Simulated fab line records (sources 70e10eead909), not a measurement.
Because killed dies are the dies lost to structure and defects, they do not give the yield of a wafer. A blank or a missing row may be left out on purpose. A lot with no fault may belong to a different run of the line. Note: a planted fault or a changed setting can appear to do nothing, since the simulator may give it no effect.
fab line records -- flow nand_harc
[record] lots = 13, wafers = 39, last_day = 24
route steps=1159 shown A_STAIRCASE@710 THIN_TSV@1107 END@1159
lots untouched by any fault: they come from a run of this same line in which no faults occurred
start_h: hours from the record's first day to the start of the lot's first wafer shown -- wait_h: hours since the lot's step before -- " repeats the value in the row above -- L1.1+2: one row covering several wafers at once -- - either no value or no given start -- * or withheld: withheld -- < > ~ a bound
route shown NAME@n: names a module that has steps shown in the file, with the first one's number in the route -- usual: mean/standard deviation taken from wafers without a fault -- same: alike in all rows -- chamber/n: place in a boat -- sites: per-site readings -- _std_site: how widely they spread, as a standard deviation -- _edge_site: the outer-site mean with the inner-site mean subtracted -- radius_mm: for every site, how far away it sits from the centre of the wafer -- mask NAME#n: copy n -- behind: the last tool/chamber to shape the wafer -- hold: the reason the lot was held/the length of the hold in hours/how it ended -- device: transistor that didn't switch, given as n, p or np -- end of line: the route-end tests of the same wafers -- a step given without rows: its recipe and nothing more -- killed: at the first sort, the dies lost to defects and structure; wafer yield is something else -- map: per-die view of a wafer (x killed, . not killed, _ where there is no die)
set.NAME: the run value of the setting; set.NAME@STEP: its run value at that earlier step -- model.NAME: the simulator's own value behind a step, which no gauge read
steps of the route over a sample of lots; a table a step, a row a wafer
services: a tool's chamber out of use, with start hour (start_h, from the record's first day; less than 0 if before it), hours out, and reason
[[steps]]
[step NHARC_A_STAIRCASE_DEP_322]
[recipe] target_thk_a = 38000, temp_c = 400, target_thk_nm = 3800, teos_flow_sccm = 200, rf_w = 500, material = SiO2
[usual] heater_power_w = 664/100
lot.wafer,tool,chamber,start_h,wait_h,heater_power_w
L966.1,pecvd-04,2,266.10,0.1,638
L966.3,pecvd-04,1,266.10,0.1,693
L966.5,pecvd-04,0,266.10,0.1,692
L967.1,pecvd-04,1,289.93,0.1,680
L967.2,pecvd-04,2,289.93,0.1,617
L967.3,pecvd-04,0,289.93,0.1,782
L968.2,pecvd-04,2,303.87,0.2,598
L968.3,pecvd-04,0,303.87,0.2,733
L968.6,pecvd-04,1,303.87,0.2,599
L969.1,pecvd-01,1,304.10,0.4,859
L969.3,pecvd-01,2,304.10,0.4,758
L969.2,pecvd-01,0,304.10,0.4,667
L970.1,pecvd-04,0,304.55,0.8,755
L970.6,pecvd-04,2,304.55,0.8,505
L970.4,pecvd-04,0,304.55,0.8,689
L976.3,pecvd-04,1,346.91,0.6,605
L976.4,pecvd-04,0,346.91,0.6,680
L976.5,pecvd-04,1,346.91,0.6,602
L979.1,pecvd-04,0,354.70,0.1,715
L979.6,pecvd-04,0,354.70,0.1,669
L979.5,pecvd-04,1,354.70,0.1,600
L982.6,pecvd-01,1,387.01,0.4,703
L982.4,pecvd-01,2,387.01,0.4,613
L982.5,pecvd-01,0,387.01,0.4,556
L985.2,pecvd-03,2,395.73,0.1,684
L985.1,pecvd-03,0,395.73,0.1,500
L985.3,pecvd-03,1,395.73,0.1,854
L984.5,pecvd-01,0,396.02,0.4,563
L984.4,pecvd-01,1,396.02,0.4,708
L984.6,pecvd-01,2,396.02,0.4,610
L986.3,pecvd-03,1,399.88,0.2,792
L986.2,pecvd-03,2,399.88,0.2,761
L986.1,pecvd-03,0,399.88,0.2,548
L983.2,pecvd-01,0,400.00,0.3,694
L983.4,pecvd-01,1,400.00,0.3,728
L983.5,pecvd-01,2,400.00,0.3,615
L989.1,pecvd-03,2,420.86,0.3,778
L989.4,pecvd-03,0,420.86,0.3,459
L989.5,pecvd-03,2,420.86,0.3,649
[step NHARC_THIN_TSV_DEP_43]
[recipe] target_thk_a = 13285, temp_c = withheld, pressure_torr = 6.5, rf_w = 900, teos_flow_sccm = 161.4, flow_sccm = 2650, target_thk_nm = 1328.5, gas = O2, material = SiO2
[usual] chamber_pressure_Torr = 6.500/0.014, throttle_valve_pct = 16.0/0.4
lot.wafer,tool,chamber,start_h,wait_h,chamber_pressure_Torr,throttle_valve_pct
L966.3,pecvd-02,2,407.15,-,6.517,15.7
L966.1,pecvd-02,1,407.15,-,6.492,16.0
L966.5,pecvd-02,2,407.15,-,6.516,15.6
L967.1,pecvd-03,0,427.58,-,6.498,16.5
L967.3,pecvd-03,1,427.58,-,6.482,16.8
L967.2,pecvd-03,2,427.58,-,6.500,16.4
L968.3,pecvd-01,0,431.96,-,6.528,15.1
L968.2,pecvd-01,1,431.96,-,6.484,16.1
L968.6,pecvd-01,2,431.96,-,6.491,15.7
L969.1,pecvd-02,2,433.50,-,6.490,15.6
L969.3,pecvd-02,0,433.50,-,6.493,16.2
L969.2,pecvd-02,1,433.50,-,6.491,15.7
L970.1,pecvd-01,2,437.98,-,6.512,15.8
L970.6,pecvd-01,1,437.98,-,6.496,15.8
L970.4,pecvd-01,0,437.98,-,6.497,15.4
L982.5,pecvd-03,1,527.69,-,6.508,16.6
L982.4,pecvd-03,2,527.69,-,6.497,16.3
L982.6,pecvd-03,0,527.69,-,6.484,16.2
L984.4,pecvd-03,2,528.91,-,6.521,16.2
L984.6,pecvd-03,0,528.91,-,6.481,16.0
L984.5,pecvd-03,1,528.91,-,6.485,16.5
L985.2,pecvd-03,0,529.95,-,6.509,16.0
L985.3,pecvd-03,1,529.95,-,6.507,16.6
L985.1,pecvd-03,2,529.95,-,6.495,16.4
L986.1,pecvd-03,1,531.15,-,6.478,16.7
L986.3,pecvd-03,2,531.15,-,6.495,16.4
L986.2,pecvd-03,0,531.15,-,6.514,16.2
L983.2,pecvd-02,1,539.89,-,6.497,15.5
L983.4,pecvd-02,0,539.89,-,6.521,15.6
L983.5,pecvd-02,1,539.89,-,6.482,15.6
L989.1,pecvd-03,1,568.07,-,6.503,16.7
L989.5,pecvd-03,1,568.07,-,6.500,17.0
L989.4,pecvd-03,2,568.07,-,6.483,16.3
[step NHARC_THIN_TSV_ETCH_44]
[recipe] target_depth_a = 15942, time_s = 797.1, cf4_flow_sccm = 150, o2_flow_sccm = 10, ar_flow_sccm = 0, rf_w = 300, bias_w = 800, chemistry = CF4/O2
[usual] drypump_motor_current_A = 5.7/0.43, oes_product_au = 0.992/0.013, rf_vpp_V = 794/4.9, showerhead_plenum_p_Torr = 1.82/0.076, throttle_valve_pct = 16.915/0.0095
lot.wafer,tool,chamber,start_h,wait_h,drypump_motor_current_A,oes_product_au,rf_hours_counter_h,rf_vpp_V,showerhead_plenum_p_Torr,throttle_valve_pct
L966.3,rie_diel-04,1,408.28,0.1,6.4,0.988,8,802,1.96,16.915
L966.1,rie_diel-04,3,408.28,0.1,5.4,0.999,7,789,1.73,16.921
L966.5,rie_diel-04,0,408.28,0.1,5.2,0.987,-,791,1.81,16.911
L967.2,rie_diel-04,1,432.41,0.1,6.4,0.977,11,803,1.96,16.918
L967.1,rie_diel-04,3,432.41,0.1,5.4,0.976,9,788,1.73,16.936
L967.3,rie_diel-04,0,432.41,0.1,5.2,1.001,9,795,1.81,16.931
L968.2,rie_diel-07,3,433.05,0.1,6.5,1.009,1,802,1.93,16.900
L968.3,rie_diel-07,2,433.05,0.1,4.9,1.013,1,802,1.95,16.937
L968.6,rie_diel-07,3,433.05,0.1,6.5,1.006,-,800,1.93,16.928
L969.3,rie_diel-04,2,434.58,0.1,5.7,1.008,11,794,1.83,16.928
L969.2,rie_diel-04,3,434.58,0.1,5.4,0.983,10,787,1.73,16.928
L969.1,rie_diel-04,1,434.58,0.1,6.4,0.984,11,802,1.96,16.905
L970.1,rie_diel-04,1,439.01,0.1,6.4,0.976,12,802,1.96,16.915
L970.4,rie_diel-04,2,439.01,0.1,5.7,0.993,12,795,1.83,16.911
L970.6,rie_diel-04,2,439.01,0.1,5.8,0.985,-,794,1.83,16.916
L982.4,rie_diel-04,0,528.69,0.1,5.1,1.003,3,794,1.81,16.917
L982.5,rie_diel-04,3,528.69,0.1,5.4,0.970,-,789,1.73,16.893
L982.6,rie_diel-04,0,528.69,0.1,5.1,0.990,-,793,1.81,16.917
L984.4,rie_diel-07,0,529.91,0.2,5.2,1.000,8,787,1.73,16.911
L984.5,rie_diel-07,1,529.91,0.2,5.6,0.999,-,802,1.94,16.906
L984.6,rie_diel-07,2,529.91,0.2,5.0,0.989,-,801,1.95,16.900
L985.3,rie_diel-09,1,531.03,0.1,5.6,1.016,10,792,1.80,16.910
L985.2,rie_diel-09,2,531.03,0.1,6.1,0.972,11,791,1.79,16.925
L985.1,rie_diel-09,0,531.03,0.1,5.8,0.972,10,789,1.75,16.915
L986.3,rie_diel-04,1,532.10,0.1,6.4,1.006,4,802,1.96,16.919
L986.2,rie_diel-04,2,532.10,0.1,5.7,0.997,4,794,1.83,16.927
L986.1,rie_diel-04,3,532.10,0.1,5.4,0.989,4,787,1.73,16.896
L983.2,rie_diel-07,2,540.76,0.1,5.0,0.996,9,801,1.95,16.926
L983.4,rie_diel-07,0,540.76,0.1,5.2,1.009,9,787,1.73,16.918
L983.5,rie_diel-07,2,540.76,0.1,5.0,0.998,-,799,1.94,16.920
L989.4,rie_diel-09,2,569.03,0.1,6.1,0.991,15,794,1.79,16.910
L989.1,rie_diel-09,3,569.03,0.1,5.9,0.979,13,792,1.80,16.925
L989.5,rie_diel-09,3,569.03,0.1,5.9,0.986,-,792,1.80,16.916
[step NHARC_THIN_TSV_STRIP_56]
[recipe] power_w = 1500, temp_c = 250, chemistry = O2
[usual] drypump_motor_current_A = 5.4/0.36, heater_power_w = 331/12
lot.wafer,tool,chamber,start_h,wait_h,drypump_motor_current_A,heater_power_w,rf_hours_counter_h
L966.1,plasma_asher-02,1,414.66,0.1,5.8,338,16
L966.3,plasma_asher-02,1,414.66,0.1,5.8,339,-
L966.5,plasma_asher-02,0,414.66,0.1,4.8,339,-
L967.2,plasma_asher-01,1,439.11,0.1,5.2,325,54
L967.1,plasma_asher-01,0,439.11,0.1,5.7,339,54
L967.3,plasma_asher-01,0,439.11,0.1,5.7,339,-
L968.2,plasma_asher-01,0,440.50,0.3,5.6,344,55
L968.3,plasma_asher-01,0,440.50,0.3,5.7,340,-
L968.6,plasma_asher-01,1,440.50,0.3,5.2,322,-
L969.1,plasma_asher-02,0,447.67,0.6,4.8,341,25
L969.2,plasma_asher-02,1,447.67,0.6,5.8,332,25
L969.3,plasma_asher-02,1,447.67,0.6,5.7,341,-
L970.1,plasma_asher-01,1,449.86,0.1,5.2,337,58
L970.4,plasma_asher-01,0,449.86,0.1,5.7,341,-
L970.6,plasma_asher-01,1,449.86,0.1,5.2,333,-
L982.4,plasma_asher-02,0,535.01,0.2,4.8,343,-
L982.6,plasma_asher-02,0,535.01,0.2,4.8,346,-
L982.5,plasma_asher-02,1,535.01,0.2,5.8,334,-
L984.4,plasma_asher-02,0,536.55,0.5,4.8,350,-
L984.6,plasma_asher-02,0,536.55,0.5,4.8,351,-
L984.5,plasma_asher-02,1,536.55,0.5,5.8,335,-
L985.1,plasma_asher-01,0,537.83,0.1,5.6,325,24
L985.2,plasma_asher-01,1,537.83,0.1,5.2,306,24
L985.3,plasma_asher-01,1,537.83,0.1,5.2,322,-
L986.1,plasma_asher-01,1,539.10,0.1,5.2,320,25
L986.2,plasma_asher-01,0,539.10,0.1,5.6,325,25
L986.3,plasma_asher-01,0,539.10,0.1,5.7,326,-
L983.2,plasma_asher-01,1,547.05,0.1,5.2,314,28
L983.4,plasma_asher-01,0,547.05,0.1,5.7,330,-
L983.5,plasma_asher-01,1,547.05,0.1,5.2,317,-
L989.1,plasma_asher-01,1,575.98,0.1,5.2,316,39
L989.4,plasma_asher-01,0,575.98,0.1,5.7,329,-
L989.5,plasma_asher-01,1,575.98,0.1,5.2,313,-
[step NHARC_END_SORT_01]
[recipe] temp_c = 25
[usual] killed_at_array = 28/11, killed_at_other = 0.5/0.87, killed_at_periphery = 2.9/2.2, killed_dies = 32/11, killed_open = 3.2/1.9, killed_short = 1.8/1.4
[same] gross_dies = 677
lot.wafer,tool,chamber,start_h,wait_h,killed_at_array,killed_at_other,killed_at_periphery,killed_dies,killed_open,killed_short
L976.3,prober-02,0,500.67,3.1,676,0,1,677,4,1
L976.4,prober-02,0,501.47,3.4,675,0,2,677,5,4
L976.5,prober-02,0,502.27,3.7,676,1,0,677,4,2
L979.1,prober-01,0,500.73,2.5,674,0,3,677,4,3
L979.5,prober-01,0,503.93,3.7,673,0,4,677,6,2
L979.6,prober-01,0,504.73,4.0,676,0,1,677,3,4
// killed by level:class
L976.3 A_STAIRCASE:area_dep=661 A_WL_FILL:chamber_film_flake=4 A_BLC:geometric_particle:open=3 A_CHANNEL_HOLE_D1:chamber_film_flake=3 A_CONTACT:chamber_film_flake=2 A_M0:geometric_particle:short=1 A_M0:geometric_particle:open=1 P_ZERO_WELL:chamber_film_flake=1
L979.1 A_STAIRCASE:area_dep=633 A_CHANNEL_HOLE_D1:chamber_film_flake=13 A_SLIT:chamber_film_flake=10 A_CONTACT:chamber_film_flake=6 A_STAIRCASE:chamber_film_flake=5 A_ONON_D1:geometric_particle:short=2 P_STI:chamber_film_flake=2 P_STI:geometric_particle:open=1
L976.4 A_STAIRCASE:area_dep=659 A_STAIRCASE:chamber_film_flake=3 A_CHANNEL_HOLE_D1:chamber_film_flake=2 A_WL_FILL:chamber_film_flake=2 P_CONTACT:geometric_particle:short=1 P_M1:geometric_particle:open=1 A_SOURCE_PLATE:geometric_particle:short=1 A_SOURCE_PLATE:geometric_particle:open=1
L976.5 A_STAIRCASE:area_dep=665 A_WL_FILL:chamber_film_flake=2 A_SOURCE_PLATE:geometric_particle:open=1 A_SOURCE_PLATE:geometric_particle:short=1 A_CONTACT:geometric_particle:open=1 A_CONTACT:geometric_particle:short=1 A_BLC:geometric_particle:open=1 A_M0:geometric_particle:open=1
L979.5 A_STAIRCASE:area_dep=622 A_CHANNEL_HOLE_D1:chamber_film_flake=18 A_SLIT:chamber_film_flake=15 A_CONTACT:chamber_film_flake=6 A_CHANNEL_FILL_D1:geometric_particle:open=3 P_STI:chamber_film_flake=3 A_M0:geometric_particle:open=2 A_ZERO_WELL:chamber_film_flake=2
L979.6 A_STAIRCASE:area_dep=630 A_CHANNEL_HOLE_D1:chamber_film_flake=18 A_SLIT:chamber_film_flake=15 A_STAIRCASE:chamber_film_flake=3 A_CONTACT:chamber_film_flake=3 A_CHANNEL_FILL_D1:geometric_particle:short=2 A_ONON_D1:geometric_particle:short=1 A_CHANNEL_FILL_D1:geometric_particle:open=1
[[services]]
tool,chamber,start_h,hours,kind
rie_diel-04,-,250.73,0.4,repair
pecvd-02,-,250.93,0.9,repair
pecvd-04,-,260.62,1.5,repair
pecvd-01,2,273.73,10.3,repair
rie_diel-04,0,275.31,11.8,repair
plasma_asher-01,-,276.29,9.0,pm
rie_diel-04,-,289.05,9.0,pm
pecvd-03,-,292.01,13.0,pm
pecvd-02,-,334.01,13.0,pm
pecvd-04,2,343.23,18.0,repair
plasma_asher-02,-,360.00,9.0,pm
pecvd-01,1,370.55,4.8,repair
pecvd-04,-,376.19,13.0,pm
pecvd-01,2,376.93,6.7,repair
pecvd-01,-,418.05,13.0,pm
pecvd-04,1,441.35,3.8,repair
pecvd-03,0,451.16,4.9,repair
plasma_asher-01,-,453.29,9.0,pm
rie_diel-04,-,466.05,9.0,pm
pecvd-01,-,472.26,0.8,repair
pecvd-03,-,473.03,13.0,pm
pecvd-04,-,528.16,0.3,repair
plasma_asher-02,-,537.02,9.0,pm
pecvd-04,-,557.19,13.0,pm
[[key]]
[first_sign] step = NHARC_END_SORT_01, reading = killed_at_array, direction = up, sigmas = 59, usual = 28, struck = 675
[effect] step = NHARC_END_SORT_01, reading = killed_dies, direction = up, sigmas = 59, usual = 32, struck = 677
[more_kills_born_at] NHARC_A_STAIRCASE_DEP_322@pecvd-04 = 3870
met_at NHARC_A_STAIRCASE_DEP_322
struck_lots L976,L979
later_rows_left_out L976.3,L976.4,L976.5,L979.1,L979.5,L979.6
tester_left_out L976,L979
not_acting_at NHARC_THIN_TSV_DEP_43,NHARC_THIN_TSV_ETCH_44,NHARC_THIN_TSV_STRIP_56
onset_between 304.55 346.91
[fault] kind = process_parameter_drift, tool = pecvd-04, chamber = -, onset_h = 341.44, steps = NHARC_A_STAIRCASE_DEP_322, channel = target_thk_a, offset = *, shape = step, end_h = 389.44, acts_in = *, stated = *
// tester_left_out: of these lots the tester's yield and bins aren't shown, on N5 and GAA mostly nor the transistor test; their killed dies are dies lost to structure and defects alone, not to doping, threshold or leakage, so they don't give the yield
// later_rows_left_out: the simulator's readings of these wafers behind a module that went badly wrong aren't trusted and aren't shown, but for the sort
